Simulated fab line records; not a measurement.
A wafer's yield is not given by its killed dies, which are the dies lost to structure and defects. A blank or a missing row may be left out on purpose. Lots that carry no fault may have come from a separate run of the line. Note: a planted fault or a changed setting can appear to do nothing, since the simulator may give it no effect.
fab line records    flow nand-harc
record: lots: 5  wafers: 15  last-day: 24
route steps=1159 shown THIN_TSV@1109
lots untouched by any fault: they come from a run of this same line in which no faults occurred
start-h: hours from the record's opening day to when the first of the lot's shown wafers began    wait-h: how many hours have passed since the lot's step before this one    " the same as in the row above    L1.1+2: several wafers, shown together as one row    - no value, or no start given    * or withheld: withheld    < > ~ a bound
route shown NAME@n: NAME is a module with steps in the file, n the number in the route of the first one    usual: mean/standard deviation taken from wafers without a fault    same: alike in all rows    chamber/n: place in a boat    sites: each site's reading    _std_site: the standard deviation of these    _edge_site: mean of outer sites minus mean of inner sites    radius-mm: how far each site lies from the wafer's centre    mask NAME#n: copy n    behind: the last tool/chamber to shape the wafer    hold: why the lot was held/for how many hours/how that ended    device: the n, p or np transistor that did not switch    end of line: the route-end tests of the same wafers    a step without rows: its recipe alone    killed: at the first sort, the dies lost to defects and structure; wafer yield is something else    map: the dies of a wafer, with x for killed, . for not killed, _ for no die there
set.NAME: the setting the step ran with; set.NAME@STEP: the setting that earlier step ran with    model.NAME: the simulator's own value behind a step, which no gauge read
certain route steps with their lots: each step a table, each wafer a row
services: from which hour (start-h, from the record's first day; less than 0 if before it) a tool's chamber was out of use, for how many hours, and why
== steps ==
step: NHARC_THIN_TSV_HMDS_05
recipe: time-s: 30
lot.wafer   tool            chamber  start-h  wait-h
L078.1+2+5  litho-track-07  0        -        -
L082.2+4+6  litho-track-02  0        -        -
L084.1+2+5  litho-track-02  0        -        -
L092.1+4+6  litho-track-07  0        -        -
L094.1+2+3  litho-track-07  0        -        -
step: NHARC_THIN_TSV_COAT_06
recipe: spin-rpm: *
lot.wafer   tool            chamber  start-h  wait-h
L078.1+2+5  litho-track-07  0        -        -
L082.2+4+6  litho-track-02  0        -        -
L084.1+2+5  litho-track-02  0        -        -
L092.1+4+6  litho-track-07  0        -        -
L094.1+2+3  litho-track-07  0        -        -
step: NHARC_THIN_TSV_SOFTBAKE_07
recipe: temp-c: 122  time-s: 95
usual: plate-temp-C: 122.00/0.16
lot.wafer  tool            chamber  start-h  wait-h  plate-temp-C
L078.1     litho-track-07  0        -        -       122.02
L078.2     "               0        "        "       122.01
L078.5     "               0        "        "       121.70
L082.2     litho-track-02  0        -        -       122.26
L082.4     "               0        "        "       122.16
L082.6     "               0        "        "       122.02
L084.1     litho-track-02  0        -        -       121.83
L084.2     "               0        "        "       121.94
L084.5     "               0        "        "       121.93
L092.1     litho-track-07  0        -        -       122.22
L092.4     "               0        "        "       122.11
L092.6     "               0        "        "       122.22
L094.1     litho-track-07  0        -        -       122.16
L094.2     "               0        "        "       122.06
L094.3     "               0        "        "       122.08
step: NHARC_THIN_TSV_EBR_08
lot.wafer   tool            chamber  start-h  wait-h
L078.1+2+5  litho-track-07  0        -        -
L082.2+4+6  litho-track-02  0        -        -
L084.1+2+5  litho-track-02  0        -        -
L092.1+4+6  litho-track-07  0        -        -
L094.1+2+3  litho-track-07  0        -        -
step: NHARC_THIN_TSV_EXPOSE_09
recipe: na: 0.55  dose-mj: 30.7  mask-id: TSV
usual: reticle-temp-C: 22.96/0.11
lot.wafer  tool            chamber  start-h  wait-h  mask   reticle-temp-C
L078.1     krf-scanner-04  0        443.83   -       TSV#0  22.92
L078.2     "               0        "        "       TSV#0  22.90
L078.5     "               0        "        "       TSV#0  22.93
L082.2     krf-scanner-02  0        471.00   -       TSV#0  22.83
L082.4     "               0        "        "       TSV#0  22.81
L082.6     "               0        "        "       TSV#0  22.88
L084.1     krf-scanner-02  0        479.41   -       TSV#0  23.02
L084.2     "               0        "        "       TSV#0  22.93
L084.5     "               0        "        "       TSV#0  22.87
L092.1     krf-scanner-04  0        529.77   -       TSV#0  23.01
L092.4     "               0        "        "       TSV#0  22.97
L092.6     "               0        "        "       TSV#0  23.12
L094.1     krf-scanner-04  0        555.93   -       TSV#0  22.83
L094.2     "               0        "        "       TSV#0  22.91
L094.3     "               0        "        "       TSV#0  22.93
step: NHARC_THIN_TSV_PEB_10
recipe: peb-temp-c: 118  peb-time-s: 85
usual: plate-temp-C: 117.99/0.12
lot.wafer  tool            chamber  start-h  wait-h  plate-temp-C
L078.1     litho-track-07  0        443.90   0.1     118.34
L078.2     "               0        "        "       118.03
L078.5     "               0        "        "       118.13
L082.2     litho-track-03  0        471.06   0.1     117.86
L082.4     "               0        "        "       118.12
L082.6     "               0        "        "       117.99
L084.1     litho-track-02  0        479.47   0.1     117.93
L084.2     "               0        "        "       117.90
L084.5     "               0        "        "       118.06
L092.1     litho-track-02  0        529.83   0.1     118.00
L092.4     "               0        "        "       117.96
L092.6     "               0        "        "       117.96
L094.1     litho-track-03  0        555.99   0.1     117.79
L094.2     "               0        "        "       117.85
L094.3     "               0        "        "       117.85
step: NHARC_THIN_TSV_DEVELOP_11
recipe: time-s: 70
lot.wafer   tool            chamber  start-h  wait-h
L078.1+2+5  litho-track-07  0        -        -
L082.2+4+6  litho-track-03  0        -        -
L084.1+2+5  litho-track-02  0        -        -
L092.1+4+6  litho-track-02  0        -        -
L094.1+2+3  litho-track-03  0        -        -
step: NHARC_THIN_TSV_CD_MEAS_12
recipe: target-cd-nm: 1000  landing-energy-ev: 500
usual: cd-nm: 998.6/2.7
lot.wafer  tool       chamber  start-h  wait-h  cd-nm
L078.1     cd-sem-01  0        443.99   -       998.4
L078.2     "          0        "        "       998.3
L078.5     "          0        "        "       996.4
L082.2     cd-sem-02  0        471.16   -       1006.4
L082.4     "          0        "        "       1000.8
L082.6     "          0        "        "       999.7
L084.1     cd-sem-02  0        479.56   -       995.8
L084.2     "          0        "        "       997.6
L084.5     "          0        "        "       995.1
L092.1     cd-sem-02  0        529.92   -       992.5
L092.4     "          0        "        "       998.4
L092.6     "          0        "        "       998.9
L094.1     cd-sem-01  0        556.08   -       1003.3
L094.2     "          0        "        "       1000.3
L094.3     "          0        "        "       1000.0
step: NHARC_THIN_TSV_HARDBAKE_13
recipe: temp-c: 125  time-s: 80
usual: plate-temp-C: 124.99/0.14
lot.wafer  tool            chamber  start-h  wait-h  plate-temp-C
L078.1     litho-track-07  0        444.07   -       124.83
L078.2     "               0        "        "       124.62
L078.5     "               0        "        "       124.98
L082.2     litho-track-07  0        471.24   -       125.16
L082.4     "               0        "        "       125.10
L082.6     "               0        "        "       125.29
L084.1     litho-track-03  0        479.64   -       124.95
L084.2     "               0        "        "       124.90
L084.5     "               0        "        "       125.01
L092.1     litho-track-07  0        530.00   -       125.07
L092.4     "               0        "        "       124.76
L092.6     "               0        "        "       124.90
L094.1     litho-track-07  0        556.16   -       124.94
L094.2     "               0        "        "       124.87
L094.3     "               0        "        "       124.86
step: NHARC_THIN_TSV_DESCUM_14
recipe: time-s: 3  o2-flow-sccm: 200  ar-flow-sccm: 0  bias-power-w: 0  chemistry: O2
usual: chamber-pressure-mTorr: 59.99/0.049  drypump-motor-current-A: 5.9/0.5  oes-product-au: 1.003/0.014  rf-vpp-V: 57.7/0.86  showerhead-plenum-p-Torr: 1.92/0.086  throttle-valve-pct: 11.309/0.0096
lot.wafer  tool         chamber  start-h  wait-h  chamber-pressure-mTorr  drypump-motor-current-A  oes-product-au  rf-hours-counter-h  rf-vpp-V  showerhead-plenum-p-Torr  throttle-valve-pct
L078.2     rie-diel-08  1        444.17   -       59.98                   5.4                      1.003           14                  55.5      1.81                      11.287
L078.1     "            2        "        "       60.09                   6.1                      1.009           16                  57.3      2.01                      11.314
L078.5     "            3        "        "       60.05                   5.7                      0.988           -                   58.5      1.95                      11.324
L082.2     rie-diel-08  2        471.33   -       59.93                   6.1                      0.998           20                  58.3      2.01                      11.299
L082.6     "            0        "        "       60.02                   5.5                      1.003           -                   57.3      1.83                      11.304
L082.4     "            2        "        "       59.95                   6.1                      1.005           -                   58.5      2.01                      11.307
L084.1     rie-diel-10  1        479.73   -       59.94                   5.2                      1.000           8                   57.5      1.95                      11.323
L084.2     "            3        "        "       59.96                   5.7                      0.998           7                   57.9      1.98                      11.308
L084.5     "            3        "        "       59.94                   5.6                      0.999           -                   56.4      1.97                      11.302
L092.1     rie-diel-08  3        530.08   -       60.05                   5.7                      1.000           4                   59.1      1.94                      11.307
L092.4     "            0        "        "       59.92                   5.5                      0.979           3                   56.9      1.83                      11.315
L092.6     "            0        "        "       60.05                   5.5                      0.976           -                   57.4      1.83                      11.311
L094.1     rie-diel-08  0        556.25   -       60.04                   5.5                      0.980           7                   58.7      1.83                      11.314
L094.2     "            1        "        "       59.97                   5.4                      0.980           7                   56.3      1.80                      11.306
L094.3     "            2        "        "       60.00                   6.1                      1.009           7                   58.8      2.01                      11.316
step: NHARC_THIN_TSV_ETCH_44
recipe: target-depth-a: 15942  time-s: 797.1  cf4-flow-sccm: 150  o2-flow-sccm: 10  ar-flow-sccm: 0  rf-w: 300  bias-w: 800  chemistry: CF4/O2
usual: chamber-pressure-mTorr: 30.005/0.03  drypump-motor-current-A: 5.9/0.5  oes-product-au: 1.002/0.015  rf-vpp-V: 795/4.8  showerhead-plenum-p-Torr: 1.84/0.077  throttle-valve-pct: 16.915/0.0092
lot.wafer  tool         chamber  start-h  wait-h  chamber-pressure-mTorr  drypump-motor-current-A  oes-product-au  rf-hours-counter-h  rf-vpp-V  showerhead-plenum-p-Torr  throttle-valve-pct
L078.2     rie-diel-08  3        444.24   0.1     29.973                  5.7                      0.978           13                  798       1.86                      16.919
L078.1     "            1        "        "       29.969                  5.4                      0.997           14                  790       1.74                      16.909
L078.5     "            0        "        "       30.004                  5.5                      1.008           -                   790       1.76                      16.914
L082.2     rie-diel-08  3        471.49   0.2     29.997                  5.7                      0.980           17                  797       1.86                      16.909
L082.4     "            2        "        "       30.008                  6.1                      0.996           -                   800       1.92                      16.916
L082.6     "            3        "        "       30.049                  5.7                      0.992           -                   795       1.86                      16.920
L084.2     rie-diel-10  1        479.83   0.1     30.047                  5.2                      1.001           8                   798       1.87                      16.906
L084.1     "            0        "        "       29.982                  6.6                      1.007           7                   787       1.72                      16.917
L084.5     "            3        "        "       30.033                  5.7                      1.008           -                   798       1.89                      16.927
L092.1     rie-diel-08  0        530.23   0.1     30.006                  5.5                      0.968           3                   790       1.76                      16.931
L092.4     "            1        "        "       29.995                  5.4                      0.968           4                   789       1.74                      16.906
L092.6     "            0        "        "       29.982                  5.5                      0.978           -                   789       1.76                      16.911
L094.3     rie-diel-08  1        556.33   0.1     29.990                  5.4                      0.971           7                   787       1.73                      16.912
L094.2     "            2        "        "       30.019                  6.1                      1.008           7                   799       1.92                      16.909
L094.1     "            0        "        "       29.960                  5.5                      0.972           7                   790       1.76                      16.907
== services ==
tool            chamber  start-h  hours  kind
krf-scanner-02  -        423.71   2.7    repair
krf-scanner-02  -        430.51   0.7    repair
rie-diel-08     0        433.41   -      clean
rie-diel-08     1        433.41   -      clean
rie-diel-08     2        433.41   -      clean
rie-diel-08     3        433.41   -      clean
krf-scanner-02  -        435.59   0.2    repair
krf-scanner-04  -        438.81   0.3    repair
krf-scanner-02  -        450.18   0.2    repair
krf-scanner-02  -        454.47   1.0    repair
krf-scanner-04  -        458.62   0.9    repair
rie-diel-08     1        468.33   24.8   repair
krf-scanner-04  -        470.00   4.0    pm
rie-diel-10     2        474.96   9.2    repair
rie-diel-08     -        478.87   9.0    pm
krf-scanner-04  -        482.88   2.2    repair
krf-scanner-02  -        483.09   1.7    repair
litho-track-02  -        515.01   7.0    pm
krf-scanner-04  -        515.86   0.3    repair
krf-scanner-02  -        522.57   30.9   repair
rie-diel-10     -        530.89   9.0    pm
litho-track-07  -        533.21   -      consumable-replace:filter
litho-track-07  -        539.00   7.0    pm
krf-scanner-02  -        554.00   4.0    pm
== key ==
fault none
